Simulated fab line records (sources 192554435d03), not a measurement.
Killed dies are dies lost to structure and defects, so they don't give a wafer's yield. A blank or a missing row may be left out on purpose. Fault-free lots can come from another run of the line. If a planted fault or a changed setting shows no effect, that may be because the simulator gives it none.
A lot that was struck, set against a sound lot / flow n5-finfet / 20 out of 1938 route steps
Sound: the wafers L476.4, L476.5, L476.6. Struck: wafers L475.1, L475.2, L475.6. The cause is given at the end.
Each step with rows lists, per side, the tool, then ch with its chambers, then its first start. Under that, the readings that differ: sound wafers / struck wafers / difference of the means / sigmas: that difference in standard deviations of wafers without a fault.
alike: words and numbers the same on both sides, and readings whose means are apart by under 2 such deviations; not compared: readings that were withheld, readings missing a value for some wafer, numbers with overlapping values and no deviation given by the record, and bounds like >300 which may hide the same value.
A row with sigmas, a row that says differs or no value, or rows on one side alone: a step with any of these is where the two part. When numbers do not overlap yet have no deviation, they are printed without sigmas and do not part them. A reading missing from all wafers of one side parts the sides only when that side holds two or more wafers.

N5_BEOL_M15_VIA_ETCH_16: etches SiO2 in C4F8/O2/Ar, target depth 1792.2 nm.
  sound on rie-diel-01 ch 0,2,3, day 15 11:08; struck on rie-diel-05 ch 2,3, day 16 00:15
  alike: C4F8_flow_sccm, drypump-motor-current-A, he-inner-torr, oes_ar_750_au, oes_o_777_au, oes-product-au, rf-vpp-V, showerhead-plenum-p-Torr, throttle-valve-pct
N5_BEOL_M15_STRIP_63: strips in O2.
  sound: rie-diel-01 ch 0,2,3; struck: rie-diel-05 ch 2,3
  alike: drypump-motor-current-A, oes-product-au, rf-vpp-V, showerhead-plenum-p-Torr, throttle-valve-pct
  not compared: rf-hours-counter-h
N5_BEOL_M15_STRIP_64: strips in O2.
  sound: rie-diel-01 ch 0,2,3; struck: rie-diel-05 ch 2,3
  alike: drypump-motor-current-A, oes-product-au, rf-vpp-V, showerhead-plenum-p-Torr, throttle-valve-pct
  not compared: rf-hours-counter-h
then, 2 steps without rows for these wafers: N5_BEOL_M15_STRIP_65 (strips in post etch residue remover, time 60 s); N5_BEOL_M15_SRD_66 (time 30 s, dry time 30 s).
N5_BEOL_M15_CD_MEAS_17 targets a cd of 360 nm.
  sound: cd-sem-02 at day 15 11:34; struck: cd-sem-02 at day 16 00:40
  alike: cd-nm
then, 1 step without rows for these wafers: N5_BEOL_M15_COAT_56 (time 60 s, resist thk 550 nm).
N5_BEOL_M15_ETCH_57: etches SOC in N2/H2, time 750 s.
  sound on rie-diel-01 ch 1,2, day 15 11:52; struck on rie-diel-05 ch 0,2,3, day 16 00:53
reading=throttle-valve-pct (%); sound=18.06 17.78 18.04; struck=17.38 17.48 17.37; difference=-0.55; sigmas=-3
  alike: drypump-motor-current-A, h2-flow-sccm, oes-product-au, rf-vpp-V, showerhead-plenum-p-Torr
  not compared: rf-hours-counter-h
then, 4 steps without rows for these wafers: N5_BEOL_M15_COAT_60 (time 60 s, resist thk 89 nm); N5_BEOL_M15_COAT_22 (resist thk 800 nm); N5_BEOL_M15_EBR_24; N5_BEOL_M15_SOFTBAKE_23 (time 60 s).
N5_BEOL_M15_EXPOSE_25: exposes mask M15, target cd 400 nm.
  sound on krf-scanner-02 ch 0, day 15 12:37; struck on krf-scanner-01 ch 0, day 16 01:37
reading=model.BEOL_M15.overlay-x-nm (nm); sound=2.4 2.4 2.4; struck=95.8 95.8 95.8; difference=+93.4; sigmas=
  alike: mask
then, 3 steps without rows for these wafers: N5_BEOL_M15_PEB_26 (peb time 90 s); N5_BEOL_M15_DEVELOP_27 (develop time 45 s); N5_BEOL_M15_HARDBAKE_32 (time 120 s).
N5_BEOL_M15_CD_MEAS_28 targets a cd of 407.6 nm.
  sound on cd-sem-01 ch 0, day 15 12:46; struck on cd-sem-01 ch 0, day 16 01:47
  alike: cd-nm
N5_BEOL_M15_OVL_MEAS_29:
  sound on overlay-02 ch 0, day 15 12:48; struck on overlay-01 ch 0, day 16 01:49
reading=M15_OVL (nm); sound=1 3 -4; struck=89 93 97; difference=+93; sigmas=+19
N5_BEOL_M15_INSPECT_30: inspects for defects (macro).
  sound: defect-inspect-02 at day 15 12:49; struck: defect-inspect-02 at day 16 01:50
  alike: raw-defect-count
N5_PASSIVATION_PROBE_49:
  sound: prober-01 at day 16 09:38; struck: prober-01 at day 17 00:19
  alike: defect-limited-yield, killed_at_M0_to_M3, killed_at_M4_up, killed-at-contacts, killed-at-front-end, killed-at-other, killed-dies, killed-open, killed-short, sort_bin_5_function, sort_bin_6_memory, sort-n-pass, sort-yield-pct

WHERE THEY PART
First at N5_BEOL_M15_ETCH_57; last, within this record, at N5_BEOL_M15_OVL_MEAS_29. Later steps at which nothing parts them and some readings are alike: N5_BEOL_M15_INSPECT_30, N5_PASSIVATION_PROBE_49.

WHY: what the simulator had put in
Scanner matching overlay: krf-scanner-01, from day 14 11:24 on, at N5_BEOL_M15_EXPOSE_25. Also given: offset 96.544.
